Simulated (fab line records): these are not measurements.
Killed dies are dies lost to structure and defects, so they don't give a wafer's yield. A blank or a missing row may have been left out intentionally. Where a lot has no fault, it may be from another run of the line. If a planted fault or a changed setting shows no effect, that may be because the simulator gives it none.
Which tool is to blame? + flow n5 finfet + 11 lots with 33 wafers sampled at 2 steps, on a route of 1938 steps

## WHAT EACH GAUGE READ, for each wafer
N5_PASSIVATION_CD_MEAS_30: the cd target is 4000 nm.
| lot  | measured     | on        | cd nm (nm)           |
|------|--------------|-----------|----------------------|
| L360 | day 12 00:48 | cd sem-01 | 3999.6 3998.1 3996.3 |
| L364 | day 13 09:15 | cd sem-02 | 3996.6 4001.1 4000.6 |
| L365 | day 13 08:55 | cd sem-02 | 4000.8 4000.2 4003.4 |
| L366 | day 14 10:37 | cd sem-03 | 3998.8 3999.3 3999.6 |
| L368 | day 14 15:05 | cd sem-02 | 3997.9 4001.0 3998.2 |
| L370 | day 15 00:58 | cd sem-01 | 3998.6 3998.0 3998.4 |
| L369 | day 15 10:35 | cd sem-01 | 4001.9 4000.9 3998.6 |
| L372 | day 15 13:29 | cd sem-01 | 3999.0 3997.4 4000.2 |
| L375 | day 16 00:07 | cd sem-01 | 4003.9 3999.9 4001.1 |
| L382 | day 18 10:44 | cd sem-01 | 3997.8 4001.3 3998.0 |
| L383 | day 18 11:19 | cd sem-02 | 4000.2 3999.9 3998.7 |

## WHAT TOOL EACH LOT RAN ON (gives the tool, then ch and the chambers of the sampled wafers, and finally the start)
| lot  | N5_BEOL_M2_PRE_CLEAN_45      |
|------|------------------------------|
| L360 | pvd sputter-03, day 7 01:31  |
| L364 | pvd sputter-02, day 7 23:41  |
| L365 | pvd sputter-02, day 8 04:11  |
| L366 | pvd sputter-01, day 9 04:08  |
| L368 | pvd sputter-02, day 9 12:02  |
| L370 | pvd sputter-01, day 9 15:23  |
| L369 | pvd sputter-02, day 9 20:44  |
| L372 | pvd sputter-01, day 10 00:50 |
| L375 | pvd sputter-01, day 10 12:59 |
| L382 | pvd sputter-02, day 12 20:22 |
| L383 | pvd sputter-02, day 13 09:05 |
- N5_BEOL_M2_PRE_CLEAN_45: time 30 s.

## AS READ BY THE TOOLS THEMSELVES (means over the sampled wafers that have a number; for cases with no such wafer, the mark the record gives instead)
N5_BEOL_M2_PRE_CLEAN_45.
| lot  | tool           | heater power w (W) |
|------|----------------|--------------------|
| L360 | pvd sputter-03 | 333                |
| L364 | pvd sputter-02 | 326                |
| L365 | pvd sputter-02 | 332                |
| L366 | pvd sputter-01 | 304                |
| L368 | pvd sputter-02 | 336                |
| L370 | pvd sputter-01 | 305                |
| L369 | pvd sputter-02 | 329                |
| L372 | pvd sputter-01 | 305                |
| L375 | pvd sputter-01 | 309                |
| L382 | pvd sputter-02 | 330                |
| L383 | pvd sputter-02 | 325                |

## THE ANSWER, worked out from the rows above alone
Rule: what is usual is taken from the lots themselves. Put in order of their means at a reading, lots are off if they are a third of the lots or fewer, leave a main group of 4 or more, and stand apart from it by a gap of 3 or more times the standard deviation of the main group's means; of several such gaps the widest counts. The tables above print the reading to a certain number of digits; a main group whose means all agree to those digits is not used. Also off: a lot with no number at a reading for which 4 or more lots have one. Where the step has rows for the other lots, those lots are counted as sound. Order of review: gauges by route order, followed by the tools' own readings, for which a lot's mean as printed above is used. At the first step where some lot is off, the reading lying furthest off is the one used; lots without a number count as furthest.
No lot is off on any of the readings shown, so nothing can be concluded from this.

## WHAT HAD BEEN PUT IN BY THE SIMULATOR
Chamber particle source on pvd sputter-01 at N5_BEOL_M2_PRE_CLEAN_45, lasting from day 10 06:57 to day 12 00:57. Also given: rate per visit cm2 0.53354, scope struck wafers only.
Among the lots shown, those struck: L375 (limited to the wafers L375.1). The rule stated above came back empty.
